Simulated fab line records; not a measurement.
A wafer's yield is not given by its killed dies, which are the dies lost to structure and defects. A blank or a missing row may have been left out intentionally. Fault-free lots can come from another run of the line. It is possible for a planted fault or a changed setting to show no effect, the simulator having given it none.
Matching of chambers / flow n5-finfet / N5_WELL_APT_DESCUM_13 on rie-diel-02 has 4 sister chambers
The step chemistry O2, time 7.9 s. 20 wafers are shown with their chamber, then 10 later ones without.

## EACH WAFER AND ITS CHAMBER
wafer=L074.1; chamber=3; showerhead-plenum-p-Torr (Torr)=2.12; oes-product-au (a.u.)=0.76; rf-vpp-V (V)=243.6
wafer=L074.4; chamber=2; showerhead-plenum-p-Torr (Torr)=2.12; oes-product-au (a.u.)=0.86; rf-vpp-V (V)=245.6
wafer=L074.6; chamber=0; showerhead-plenum-p-Torr (Torr)=2.11; oes-product-au (a.u.)=0.85; rf-vpp-V (V)=242.7
wafer=L075.3; chamber=1; showerhead-plenum-p-Torr (Torr)=2.22; oes-product-au (a.u.)=0.92; rf-vpp-V (V)=245.7
wafer=L075.4; chamber=2; showerhead-plenum-p-Torr (Torr)=2.12; oes-product-au (a.u.)=0.85; rf-vpp-V (V)=244.0
wafer=L075.5; chamber=1; showerhead-plenum-p-Torr (Torr)=2.22; oes-product-au (a.u.)=0.93; rf-vpp-V (V)=245.4
wafer=L076.3; chamber=0; showerhead-plenum-p-Torr (Torr)=2.11; oes-product-au (a.u.)=0.85; rf-vpp-V (V)=243.0
wafer=L076.4; chamber=3; showerhead-plenum-p-Torr (Torr)=2.11; oes-product-au (a.u.)=0.76; rf-vpp-V (V)=242.0
wafer=L076.6; chamber=1; showerhead-plenum-p-Torr (Torr)=2.22; oes-product-au (a.u.)=0.91; rf-vpp-V (V)=245.0
wafer=L080.1; chamber=1; showerhead-plenum-p-Torr (Torr)=2.22; oes-product-au (a.u.)=0.90; rf-vpp-V (V)=244.8
wafer=L080.3; chamber=0; showerhead-plenum-p-Torr (Torr)=2.11; oes-product-au (a.u.)=0.83; rf-vpp-V (V)=244.5
wafer=L080.6; chamber=0; showerhead-plenum-p-Torr (Torr)=2.11; oes-product-au (a.u.)=0.84; rf-vpp-V (V)=244.1
wafer=L085.2; chamber=1; showerhead-plenum-p-Torr (Torr)=2.21; oes-product-au (a.u.)=0.89; rf-vpp-V (V)=244.2
wafer=L085.4; chamber=2; showerhead-plenum-p-Torr (Torr)=2.11; oes-product-au (a.u.)=0.82; rf-vpp-V (V)=244.6
wafer=L085.5; chamber=0; showerhead-plenum-p-Torr (Torr)=2.11; oes-product-au (a.u.)=0.82; rf-vpp-V (V)=243.0
wafer=L087.3; chamber=0; showerhead-plenum-p-Torr (Torr)=2.10; oes-product-au (a.u.)=0.82; rf-vpp-V (V)=243.0
wafer=L087.4; chamber=1; showerhead-plenum-p-Torr (Torr)=2.21; oes-product-au (a.u.)=0.88; rf-vpp-V (V)=245.0
wafer=L087.6; chamber=2; showerhead-plenum-p-Torr (Torr)=2.11; oes-product-au (a.u.)=0.82; rf-vpp-V (V)=242.6
wafer=L091.1; chamber=1; showerhead-plenum-p-Torr (Torr)=2.21; oes-product-au (a.u.)=0.86; rf-vpp-V (V)=243.8
wafer=L091.2; chamber=2; showerhead-plenum-p-Torr (Torr)=2.11; oes-product-au (a.u.)=0.80; rf-vpp-V (V)=242.6

SIGNATURES, as means of the wafers listed above
reading=showerhead-plenum-p-Torr; chamber 0=2.1083; chamber 1=2.2157; chamber 2=2.1140; chamber 3=2.1150; scatter within a chamber=0.00515
reading=oes-product-au; chamber 0=0.8350; chamber 1=0.8986; chamber 2=0.8300; chamber 3=0.7600; scatter within a chamber=0.0207
reading=rf-vpp-V; chamber 0=243.383; chamber 1=244.843; chamber 2=243.880; chamber 3=242.800; scatter within a chamber=0.912
Rule: for a wafer and a chamber, the distance is found by dividing, reading by reading, the gap between the wafer's reading and the chamber's mean by the reading's scatter, squaring, summing and taking the root. If the next closest chamber is less than 2 further off than the closest, the wafer can't be placed; otherwise it belongs to the closest. The scatter: the root of (the sum of the squares of (reading less its chamber's mean) over the shown wafers, divided by (wafers less chambers)).

## WAFERS WITH NO CHAMBER GIVEN
wafer=L091.3; showerhead-plenum-p-Torr (Torr)=2.10; oes-product-au (a.u.)=0.82; rf-vpp-V (V)=242.9
wafer=L092.3; showerhead-plenum-p-Torr (Torr)=2.10; oes-product-au (a.u.)=0.72; rf-vpp-V (V)=242.7
wafer=L092.5; showerhead-plenum-p-Torr (Torr)=2.10; oes-product-au (a.u.)=0.81; rf-vpp-V (V)=243.4
wafer=L092.6; showerhead-plenum-p-Torr (Torr)=2.21; oes-product-au (a.u.)=0.85; rf-vpp-V (V)=245.6
wafer=L093.2; showerhead-plenum-p-Torr (Torr)=2.10; oes-product-au (a.u.)=0.80; rf-vpp-V (V)=243.6
wafer=L093.5; showerhead-plenum-p-Torr (Torr)=2.10; oes-product-au (a.u.)=0.81; rf-vpp-V (V)=241.5
wafer=L093.6; showerhead-plenum-p-Torr (Torr)=2.21; oes-product-au (a.u.)=0.85; rf-vpp-V (V)=245.3
wafer=L094.1; showerhead-plenum-p-Torr (Torr)=2.11; oes-product-au (a.u.)=0.80; rf-vpp-V (V)=244.3
wafer=L094.4; showerhead-plenum-p-Torr (Torr)=2.10; oes-product-au (a.u.)=0.80; rf-vpp-V (V)=241.8
wafer=L094.6; showerhead-plenum-p-Torr (Torr)=2.10; oes-product-au (a.u.)=0.80; rf-vpp-V (V)=245.4

## THE CHAMBER EACH PASSED THROUGH
wafer=L091.3; from the rows above=can't be placed: 0 or 2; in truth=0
wafer=L092.3; from the rows above=3; in truth=3
wafer=L092.5; from the rows above=can't be placed: 0 or 2 or 3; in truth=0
wafer=L092.6; from the rows above=1; in truth=1
wafer=L093.2; from the rows above=can't be placed: 0 or 2 or 3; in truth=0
wafer=L093.5; from the rows above=can't be placed: 0 or 2 or 3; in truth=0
wafer=L093.6; from the rows above=1; in truth=1
wafer=L094.1; from the rows above=can't be placed: 2 or 0 or 3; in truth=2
wafer=L094.4; from the rows above=can't be placed: 0 or 3 or 2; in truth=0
wafer=L094.6; from the rows above=can't be placed: 0 or 2 or 3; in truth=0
3 of 10 placed correctly. Unplaceable from these rows: 7, with the true chamber sitting among the candidates in 7. Placed wrongly: 0.
